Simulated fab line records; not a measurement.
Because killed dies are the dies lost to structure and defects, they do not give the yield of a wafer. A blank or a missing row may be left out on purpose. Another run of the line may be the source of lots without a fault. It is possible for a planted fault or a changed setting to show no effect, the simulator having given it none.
fab line records | flow nand-harc
record lots=5 wafers=15 last-day=24
route steps=1159 shown P_M0@262
lots that met no fault: taken from a fault-free run of the same line
start-h: hours from the record's first day to the start of the lot's first wafer shown | wait-h: hours since the lot's step before | " repeats the value in the row above | L1.1+2: a row that stands for several wafers | - value missing, or start not given | * or withheld: withheld | < > ~ a bound
route shown NAME@n: a module of which the file shows steps, and the number in the route of the first | usual: mean/standard deviation of fault-free wafers | same: alike in all rows | chamber/n: place in a boat | sites: the reading at each site | _std_site: the standard deviation of these | _edge_site: outer sites' mean less inner sites' | radius-mm: for every site, how far away it sits from the centre of the wafer | mask NAME#n: copy n | behind: the tool/chamber that last shaped the wafer | hold: reason for holding the lot/hours on hold/outcome of the hold | device: which transistor (n, p or np) failed to switch | end of line: tests of these same wafers at the route's end | where a step has no rows: the recipe by itself | killed: not the wafer's yield, but the dies lost to structure and defects at the first sort | map: shows each die of a wafer: x if killed, . if not, _ if none is there
set.NAME: setting as actually run; set.NAME@STEP: the setting as run at that earlier step | model.NAME: the simulator's own value behind a step, which no gauge read
lots at selected steps of the route; one table per step, one row per wafer
services: a tool's chamber out of use, with start hour (start-h, from the record's first day; less than 0 if before it), hours out, and reason
## steps
# step NHARC_P_M0_DEVELOP_08
# recipe develop-time-s=35 dev-temp-c=23
# step NHARC_P_M0_CD_MEAS_09
# recipe target-cd-nm=90 landing-energy-ev=500
# usual cd-nm=90.2/0.71
# columns lot.wafer tool chamber start-h wait-h cd-nm
L505.3 cd-sem-01 0 172.46 - 89.4
L505.4 " 0 " " 89.3
L505.6 " 0 " " 90.5
L511.2 cd-sem-02 0 197.41 - 90.4
L511.3 " 0 " " 90.4
L511.6 " 0 " " 90.0
L517.1 cd-sem-01 0 236.41 - 91.3
L517.3 " 0 " " 91.0
L517.6 " 0 " " 90.2
L518.1 cd-sem-03 0 236.88 - 91.3
L518.2 " 0 " " 90.8
L518.6 " 0 " " 91.2
L519.3 cd-sem-01 0 242.11 - 89.4
L519.4 " 0 " " 88.9
L519.5 " 0 " " 90.3
# step NHARC_P_M0_OVL_MEAS_10
# recipe pitch-nm=180
# usual overlay-x-nm=0.0/0.85 overlay-y-nm=-0.2/0.65
# columns lot.wafer tool chamber start-h wait-h overlay-x-nm overlay-y-nm
L505.3 overlay-02 - 172.55 - -1.0 -0.4
L505.4 " - " " 0.0 -0.4
L505.6 " - " " -0.4 0.3
L511.2 overlay-02 - 197.50 - -0.4 -0.1
L511.3 " - " " -0.3 -0.6
L511.6 " - " " -0.6 0.0
L517.1 overlay-01 - 236.49 - -1.3 0.1
L517.3 " - " " -1.3 0.7
L517.6 " - " " -1.1 0.2
L518.1 overlay-01 - 236.97 - -1.4 -0.1
L518.2 " - " " -1.0 -0.4
L518.6 " - " " -0.7 -0.2
L519.3 overlay-02 - 242.19 - 0.6 -0.9
L519.4 " - " " -0.4 -0.7
L519.5 " - " " 0.0 -0.4
# step NHARC_P_M0_INSPECT_11
# usual raw-defect-count=3.9/2.4
# columns lot.wafer tool chamber start-h wait-h raw-defect-count
L505.3 defect-inspect-02 - 172.58 0.0 3
L505.4 " - " " 5
L505.6 " - " " 3
L511.2 defect-inspect-01 - 197.53 0.0 4
L511.3 " - " " 2
L511.6 " - " " 2
L517.1 defect-inspect-01 - 236.53 0.0 3
L517.3 " - " " 1
L517.6 " - " " 1
L518.1 defect-inspect-02 - 237.01 0.0 2
L518.2 " - " " 1
L518.6 " - " " 5
L519.3 defect-inspect-01 - 242.23 0.0 6
L519.4 " - " " 9
L519.5 " - " " 9
# step NHARC_P_M0_DESCUM_14
# recipe time-s=3 o2-flow-sccm=200 ar-flow-sccm=0 bias-power-w=0 chemistry=O2
# step NHARC_P_M0_ETCH_34
# recipe target-depth-a=400 overetch-a=120 time-s=43.94 ion-energy-ev=200 n2-flow-sccm=150 h2-flow-sccm=150 ar-flow-sccm=0 rf-w=400 bias-w=150 chemistry=N2/H2
# usual chamber-pressure-mTorr=30.00/0.03 drypump-motor-current-A=5.70/0.23 oes-product-au=0.992/0.0081 rf-vpp-V=431.2/2.4 showerhead-plenum-p-Torr=2.07/0.085 throttle-valve-pct=14.172/0.0089
# columns lot.wafer tool chamber start-h wait-h chamber-pressure-mTorr drypump-motor-current-A oes-product-au rf-hours-counter-h rf-vpp-V showerhead-plenum-p-Torr throttle-valve-pct
L505.4 rie-diel-13 2 172.73 0.1 30.04 5.41 0.996 4 433.1 2.12 14.175
L505.3 " 3 " " 30.03 6.04 0.995 4 429.3 2.02 14.159
L505.6 " 2 " " 29.97 5.38 0.996 - 433.2 2.12 14.169
L511.3 rie-diel-04 3 197.68 0.1 30.00 5.69 0.991 6 433.4 2.18 14.169
L511.2 " 2 " " 29.95 5.26 0.977 3 428.7 2.02 14.179
L511.6 " 3 " " 29.99 5.68 0.996 - 432.1 2.18 14.187
L517.1 rie-diel-04 0 236.68 0.1 30.02 5.60 0.999 8 433.8 2.14 14.161
L517.3 " 3 " " 29.94 5.69 0.999 8 433.9 2.18 14.160
L517.6 " 0 " " 30.03 5.64 0.992 - 433.5 2.14 14.173
L518.2 rie-diel-09 0 237.15 0.1 29.99 5.52 1.005 11 427.3 1.92 14.179
L518.1 " 3 " " 30.03 5.85 0.993 11 432.9 2.08 14.174
L518.6 " 1 " " 30.03 5.80 1.010 - 432.8 2.13 14.165
L519.3 rie-diel-13 1 242.38 0.1 29.96 5.59 1.002 7 430.8 2.01 14.182
L519.4 " 3 " " 30.03 5.99 1.001 8 429.7 2.02 14.172
L519.5 " 2 " " 30.02 5.38 0.985 - 431.4 2.12 14.189
# step NHARC_P_M0_ETCH_15
# recipe target-depth-a=1500 overetch-a=150 time-s=82.5 c4f8-flow-sccm=withheld ar-flow-sccm=400 rf-w=600 bias-w=300 chemistry=C4F8/Ar
# usual chamber-pressure-mTorr=25.000/0.023 oes-product-au=0.946/0.023 rf-vpp-V=441.6/2.5
# columns lot.wafer tool chamber start-h wait-h chamber-pressure-mTorr oes-product-au rf-hours-counter-h rf-vpp-V
L505.3 rie-diel-13 2 - - 25.037 0.955 4 442.9
L505.4 " 0 " " 24.969 0.966 4 442.3
L505.6 " 2 " " 25.009 0.958 - 442.5
L511.2 rie-diel-04 3 - - 25.046 0.935 6 444.2
L511.3 " 2 " " 25.015 0.932 3 438.3
L511.6 " 3 " " 24.989 0.933 - 444.8
L517.1 rie-diel-04 0 - - 25.026 0.959 8 443.1
L517.3 " 2 " " 25.027 0.950 6 440.3
L517.6 " 3 " " 24.974 0.971 - 444.2
L518.1 rie-diel-09 1 - - 25.019 0.922 11 443.5
L518.2 " 2 " " 24.992 0.911 12 440.8
L518.6 " 0 " " 25.005 0.921 - 436.5
L519.3 rie-diel-13 3 - - 24.994 0.914 8 439.8
L519.4 " 0 " " 25.026 0.916 8 443.2
L519.5 " 1 " " 24.987 0.918 - 440.2
# step NHARC_P_M0_CD_MEAS_16
# usual cd-nm=89.9/1
# columns lot.wafer tool chamber start-h wait-h cd-nm
L505.3 cd-sem-03 - 172.95 - 89.8
L505.4 " - " " 88.3
L505.6 " - " " 89.2
L511.2 cd-sem-03 - 197.89 - 90.4
L511.3 " - " " 90.1
L511.6 " - " " 91.3
L517.1 cd-sem-01 - 236.89 - 90.0
L517.3 " - " " 90.2
L517.6 " - " " 89.4
L518.1 cd-sem-02 - 237.37 - 89.5
L518.2 " - " " 92.0
L518.6 " - " " 91.1
L519.3 cd-sem-02 - 242.60 - 89.0
L519.4 " - " " 89.7
L519.5 " - " " 90.6
# step NHARC_P_M0_STRIP_18
# recipe power-w=1000 n2-flow-sccm=150 h2-flow-sccm=150 ar-flow-sccm=0 bias-w=0 chemistry=N2/H2
# step NHARC_P_M0_STRIP_19
# recipe time-s=600 temp-c=30 chemistry=post-etch-residue-remover
# step NHARC_P_M0_DEGAS_28
# recipe temp-c=250 time-s=60
# usual heater-power-w=325/32 susceptor-temp-C=250.00/0.17
# columns lot.wafer tool chamber start-h wait-h heater-power-w susceptor-temp-C
L505.3 pvd-sputter-02 - 173.56 - 324 250.05
L505.4 " - " " 296 250.25
L505.6 " - " " 362 249.96
L511.2 pvd-sputter-01 - 198.51 - 371 249.90
L511.3 " - " " 329 250.03
L511.6 " - " " 367 250.01
L517.1 pvd-sputter-02 - 237.52 - 307 -
L517.3 " - " " 348 -
L517.6 " - " " 304 -
L518.2 pvd-sputter-01 - 238.00 - 387 -
L518.1 " - " " 347 -
L518.6 " - " " 356 -
L519.4 pvd-sputter-03 - 243.22 - 358 249.68
L519.3 " - " " 293 249.89
L519.5 " - " " 361 249.57
# step NHARC_P_M0_PRE_CLEAN_29
# recipe time-s=30 temp-c=280 gas=H2/He
# usual heater-power-w=397/38 susceptor-temp-C=280.02/0.19
# columns lot.wafer tool chamber start-h wait-h heater-power-w susceptor-temp-C
L505.4 pvd-sputter-02 - - - 426 280.04
L505.3 " - " " 359 280.01
L505.6 " - " " 430 280.31
L511.3 pvd-sputter-01 - - - 427 279.92
L511.2 " - " " 476 280.17
L511.6 " - " " 401 280.09
L517.3 pvd-sputter-02 - - - 422 280.00
L517.1 " - " " 411 279.78
L517.6 " - " " 439 280.07
L518.1 pvd-sputter-01 - - - 434 -
L518.2 " - " " 469 -
L518.6 " - " " 453 -
L519.4 pvd-sputter-03 - - - 350 279.82
L519.3 " - " " 361 279.90
L519.5 " - " " 426 280.22
# step NHARC_P_M0_PVD_20
# recipe target-thk-a=50 bias-v=168.6 power-w=15000 chamber-pressure-pa=0.12 time-s=8.06 substrate-temp-c=50 material=TaN
# usual throttle-valve-pct=29.6/0.96 time-s=8.06/0
# columns lot.wafer tool chamber start-h wait-h throttle-valve-pct time-s
L505.4 pvd-sputter-02 - 173.68 - 28.9 8.06
L505.3 " - " " 30.8 8.06
L505.6 " - " " 28.5 8.8772
L511.2 pvd-sputter-01 - 198.65 - 31.4 8.06
L511.3 " - " " 31.9 8.06
L511.6 " - " " 28.5 8.06
L517.3 pvd-sputter-02 - 237.62 - 29.3 8.06
L517.1 " - " " 29.3 8.06
L517.6 " - " " 29.5 8.06
L518.2 pvd-sputter-01 - 238.13 - 31.2 8.06
L518.1 " - " " 31.9 8.06
L518.6 " - " " 31.1 8.06
L519.4 pvd-sputter-03 - 243.34 - 29.2 8.06
L519.3 " - " " 31.1 8.06
L519.5 " - " " 29.2 8.06
# step NHARC_P_M0_PVD_21
# recipe target-thk-a=300 chamber-pressure-pa=5 power-w=5000 substrate-temp-c=30 time-s=20.49 material=Cu
# usual throttle-valve-pct=29.7/0.96 time-s=20.49/0
# columns lot.wafer tool chamber start-h wait-h throttle-valve-pct time-s
L505.3 pvd-sputter-02 - - - 28.5 20.49
L505.4 " - " " 30.7 20.49
L505.6 " - " " 30.7 20.49
L511.3 pvd-sputter-01 - - - 31.2 20.49
L511.2 " - " " 31.9 20.49
L511.6 " - " " 31.1 20.49
L517.3 pvd-sputter-02 - - - 29.4 20.49
L517.1 " - " " 30.3 20.49
L517.6 " - " " 29.5 20.49
L518.2 pvd-sputter-01 - - - 32.0 20.49
L518.1 " - " " 28.3 20.49
L518.6 " - " " 31.0 20.49
L519.4 pvd-sputter-03 - - - 28.8 20.49
L519.3 " - " " 30.0 20.49
L519.5 " - " " 28.8 20.49
## services
# columns tool chamber start-h hours kind
pvd-sputter-03 - 156.51 1.5 repair
rie-diel-13 0 157.02 - clean
rie-diel-13 1 157.02 - clean
rie-diel-13 2 157.02 - clean
rie-diel-13 3 157.02 - clean
pvd-sputter-01 - 158.00 10.0 pm
rie-diel-04 0 169.90 - clean
rie-diel-04 1 169.90 - clean
rie-diel-04 2 169.90 - clean
rie-diel-04 3 169.90 - clean
rie-diel-13 0 181.52 - clean
rie-diel-13 1 181.52 - clean
rie-diel-13 2 181.52 - clean
rie-diel-13 3 181.52 - clean
rie-diel-04 0 190.48 6.1 repair
rie-diel-04 1 194.43 - clean
rie-diel-04 2 194.43 - clean
rie-diel-04 3 194.43 - clean
rie-diel-04 3 203.45 3.0 repair
rie-diel-13 1 214.15 9.8 repair
rie-diel-13 3 215.28 4.5 repair
rie-diel-04 3 221.14 5.1 repair
pvd-sputter-02 - 223.47 10.0 pm
rie-diel-09 - 230.84 2.3 repair
## key
first-sign step=NHARC_P_M0_PVD_20 reading=time-s direction=up sigmas=99+ usual=* struck=*
effect none on later readings
met-at NHARC_P_M0_PVD_20
struck-wafers L505.6
fault kind=process-parameter-drift tool=pvd-sputter-02 chamber=- onset-h=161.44 steps=NHARC_P_M0_PVD_20 channel=time-s offset=* shape=step end-h=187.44 scope=struck-wafers-only acts-in=* stated=*
